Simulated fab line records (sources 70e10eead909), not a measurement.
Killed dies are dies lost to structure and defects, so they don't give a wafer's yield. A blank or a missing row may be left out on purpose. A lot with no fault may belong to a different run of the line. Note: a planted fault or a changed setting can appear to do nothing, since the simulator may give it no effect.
Matching of chambers | flow nand harc | ald hk-03 running NHARC_A_STAIRCASE_ALD_415: 4 sister chambers
The step deposits SiO2, target thk 30 nm, pulse time 6 s, ald cycles 300. 4 wafers are shown with their chamber, then 7 later ones without.

## WAFERS WITH THEIR CHAMBER
wafer  | chamber | heater power w (W)
L159.1 | 2       | 676
L159.2 | 1       | 440
L158.1 | 0       | 405
L158.2 | 3       | 460

## WAFERS WHOSE CHAMBER IS MISSING
wafer  | heater power w (W)
L158.3 | 672
L170.2 | 396
L170.5 | 448
L170.6 | 655
L168.1 | 396
L168.4 | 650
L168.6 | 472

## CHAMBER TAKEN BY EACH
wafer  | from the rows above     | in truth
L158.3 | 2                       | 2
L170.2 | 0                       | 0
L170.5 | can't be placed: 1 or 3 | 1
L170.6 | 2                       | 2
L168.1 | 0                       | 0
L168.4 | 2                       | 2
L168.6 | can't be placed: 3 or 1 | 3
5 of 7 placed correctly. Can't be placed from these rows: 2 (the true chamber is among the candidates in 2). Placed wrongly: 0.
How it was worked out, from the rows above alone: a wafer's distance from a chamber is the root of the sum, over the readings, of the square of ((its reading less the chamber's mean) divided by the reading's scatter). The wafer belongs to the nearest chamber; if the next one is less than 2 further off, it can't be placed. The mean given for a chamber averages the wafers shown for that chamber. The scatter (one wafer shown for each chamber): square how far every hidden wafer sits from the nearest shown wafer, average those squares and take the square root.
